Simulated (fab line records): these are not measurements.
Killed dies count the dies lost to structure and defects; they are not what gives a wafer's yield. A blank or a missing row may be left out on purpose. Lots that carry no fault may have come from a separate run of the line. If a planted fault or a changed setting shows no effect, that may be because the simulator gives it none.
Lot-split experiment -- flow n5Finfet -- route with 1938 steps; 7 lots, 21 wafers read

## THE SPLIT
At N5_BEOL_M9_HM_DEP_02 (deposits TiN, target thk 20 nm), the setting targetThkA was moved away from the recipe's 200 angstrom on 10 of the 21 wafers read, by -4.7% to +11.3%. The other wafers ran this setting at the recipe's value.

## FROM THE SPLIT TO THE READING: what the file shows between them, 4 steps
- N5_BEOL_M9_COAT_59: time 60 s, resist thk 100 nm
- N5_BEOL_M9_COAT_60: time 60 s, resist thk 30 nm
- N5_BEOL_M9_STRIP_68: strips in N2/H2
- N5_BEOL_M9_STRIP_67: strips in CF4

## THE READING
etch.depthNm (the simulator's own value, which no gauge read), in nm, at N5_BEOL_M9_HM_OPEN_17 (chemistry Cl2/BCl3, target TiN, target depth 20 nm, overetch 6 nm). There is no usual value for it anywhere in the file. The 11 wafers here that ran the recipe average 20.02 nm, standard deviation 0.14 nm.

wafer,"tool, chamber at the split","targetThkA as run, angstrom",against the recipe,"etch.depthNm, nm",against lot-mates on the recipe
L078.3,"pvdSputter-03, -",221,+10.5%,22.06,+2.10
L078.4,"pvdSputter-03, -",200,recipe,19.8,-
L078.6,"pvdSputter-03, -",200,recipe,20.12,-
L085.2,"pvdSputter-03, -",222.5,+11.3%,22.06,+2.20
L085.3,"pvdSputter-03, -",200,recipe,19.86,-
L085.5,"pvdSputter-03, -",222.5,+11.3%,22.09,+2.23
L084.1,"pvdSputter-03, -",200,recipe,20.07,-
L084.3,"pvdSputter-03, -",190.7,-4.7%,19.09,-0.98
L084.5,"pvdSputter-03, -",190.7,-4.7%,19.15,-0.92
L087.1,"pvdSputter-01, -",200,recipe,19.97,-
L087.2,"pvdSputter-01, -",200,recipe,19.97,-
L087.6,"pvdSputter-01, -",200,recipe,20.19,-
L091.1,"pvdSputter-02, -",200,recipe,20.17,-
L091.3,"pvdSputter-02, -",212.7,+6.3%,21.71,+1.54
L091.5,"pvdSputter-02, -",212.7,+6.3%,21.61,+1.44
L096.1,"pvdSputter-03, -",190.6,-4.7%,19.14,no lot-mate on the recipe
L096.4,"pvdSputter-03, -",190.6,-4.7%,19.16,no lot-mate on the recipe
L096.5,"pvdSputter-03, -",190.6,-4.7%,18.64,no lot-mate on the recipe
L097.1,"pvdSputter-02, -",200,recipe,20.11,-
L097.2,"pvdSputter-02, -",200,recipe,20.17,-
L097.4,"pvdSputter-02, -",200,recipe,19.83,-

FIT RESULTS
A straight line over all 21 wafers: etch.depthNm changes by +0.201 nm for each +1% of targetThkA; r = +0.98; the points scatter about the line by 0.2 nm.
The same after taking each lot's own level away (the mean of its wafers on the recipe; 18 wafers): +0.204 nm for each +1%; r = +0.99; scatter 0.12 nm.
That fit puts the effect of the largest move of targetThkA on the reading at 2.3 nm.
Measured against the standard deviation above, the lots' own levels, which go from 19.860 to 20.170 nm, span 2.2 times it.
The two slopes are in agreement: the lot-to-lot level therefore moves the slope only a little.
Check: with one of the wafers moved furthest among these (+11.3%) left out of the fit, the line predicts +2.34 nm for it against its lot-mates. Against them it came out at +2.2 nm.

## FURTHER SPLITS ON THESE WAFERS
Other splits were also applied to these wafers ahead of the reading. Each is held against what the fit with the lots' levels taken away leaves over:
other split on the same wafers,wafers away from the commonest value,r with etch.depthNm (lot level and that fit taken away)
N5_BEOL_M7_EXPOSE_08 doseMj,7,+0.36
N5_BEOL_M7_ETCH_61 sourceW,7,+0.40
N5_BEOL_M7_DESCUM_33 timeS,6,+0.05
N5_BEOL_M7_TRENCH_ETCH_37 biasW,8,-0.20

## THE WHOLE CHAIN: every reading that the file lists as answering this split, in the file's order
step,what it does,reading,change (the file's fit),r (the file's)
N5_BEOL_M9_HM_DEP_02,"deposits TiN, target thk 20 nm","TiN_of_BEOL_M9_HM_DEP_02.thkNm (the simulator's own value, which no gauge read)",+0.199 nm for each +1% of the setting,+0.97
N5_BEOL_M9_HM_OPEN_17,"chemistry Cl2/BCl3, target TiN, target depth 20 nm, overetch 6 nm","etch.depthNm (the simulator's own value, which no gauge read)",+0.203 nm for each +1% of the setting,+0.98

## FILE'S OWN FIT
etch.depthNm changes by +0.203 nm for each +1% of targetThkA, r = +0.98.
